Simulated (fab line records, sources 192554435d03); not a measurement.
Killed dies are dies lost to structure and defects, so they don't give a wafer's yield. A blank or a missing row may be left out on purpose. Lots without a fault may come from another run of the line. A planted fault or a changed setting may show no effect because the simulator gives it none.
Chamber matching | flow n5_finfet | N5_FIN_SAQP_FIN_ETCH_36 on rie_si-04: 4 sister chambers
The step etches the open film in HBr/Cl2/O2, target depth 120 nm, time 50.4 s. 18 wafers are shown with their chamber, then 9 later ones without.

WAFERS WITH THEIR CHAMBER
wafer  | chamber | drypump_motor_current_A (A) | oes_o_777_au (a.u.) | oes_product_au (a.u.)
L074.3 | 3       | 5.2                         | 1.05                | 1.006
L074.5 | 0       | 6.6                         | 0.98                | 0.996
L074.6 | 3       | 5.2                         | 1.05                | 1.002
L082.1 | 2       | 5.0                         | 0.97                | 1.009
L082.2 | 0       | 6.6                         | 0.98                | 1.000
L082.3 | 1       | 5.9                         | 1.00                | 0.998
L084.3 | 0       | 6.6                         | 0.98                | 1.006
L084.4 | 3       | 5.3                         | 1.06                | 1.008
L084.6 | 3       | 5.2                         | 1.06                | 1.003
L085.2 | 2       | 5.1                         | 0.97                | 1.027
L085.4 | 0       | 6.6                         | 0.98                | 1.001
L085.5 | 3       | 5.2                         | 1.05                | 1.009
L090.2 | 0       | 6.6                         | 0.98                | 1.016
L090.5 | 1       | 5.9                         | 1.00                | 0.989
L090.6 | 2       | 5.1                         | 0.97                | 1.011
L091.1 | 1       | 6.0                         | 1.00                | 0.985
L091.2 | 2       | 5.1                         | 0.96                | 1.016
L091.6 | 0       | 6.6                         | 0.98                | 1.004

SIGNATURES (means of the wafers above)
reading                 | chamber 0 | chamber 1 | chamber 2 | chamber 3 | scatter within a chamber
drypump_motor_current_A | 6.600     | 5.933     | 5.075     | 5.220     | 0.0398
oes_o_777_au            | 0.9800    | 1.0000    | 0.9675    | 1.0540    | 0.00373
oes_product_au          | 1.00383   | 0.99067   | 1.01575   | 1.00560   | 0.00631
Rule: a wafer's distance from a chamber is the root of the sum, over the readings, of the square of ((its reading less the chamber's mean) divided by the reading's scatter). The wafer belongs to the nearest chamber; if the next one is less than 2 further off, it can't be placed. The scatter: the root of (the sum of the squares of (reading less its chamber's mean) over the shown wafers, divided by (wafers less chambers)).

WAFERS WITHOUT THEIR CHAMBER
wafer  | drypump_motor_current_A (A) | oes_o_777_au (a.u.) | oes_product_au (a.u.)
L092.1 | 5.2                         | 1.05                | 1.010
L092.3 | 6.0                         | 1.00                | 0.991
L092.4 | 6.7                         | 0.98                | 1.020
L093.2 | 5.2                         | 1.06                | 1.014
L093.4 | 5.1                         | 0.96                | 1.014
L093.5 | 6.7                         | 0.99                | 1.014
L096.2 | 5.1                         | 0.97                | 1.010
L096.4 | 6.6                         | 0.99                | 1.003
L096.5 | 5.1                         | 0.96                | 1.009

WHICH CHAMBER EACH WENT THROUGH
wafer  | from the rows above | in truth
L092.1 | 3                   | 3
L092.3 | 1                   | 1
L092.4 | 0                   | 0
L093.2 | 3                   | 3
L093.4 | 2                   | 2
L093.5 | 0                   | 0
L096.2 | 2                   | 2
L096.4 | 0                   | 0
L096.5 | 2                   | 2
Placed correctly: 9 of 9. Can't be placed from these rows: 0. Placed wrongly: 0.
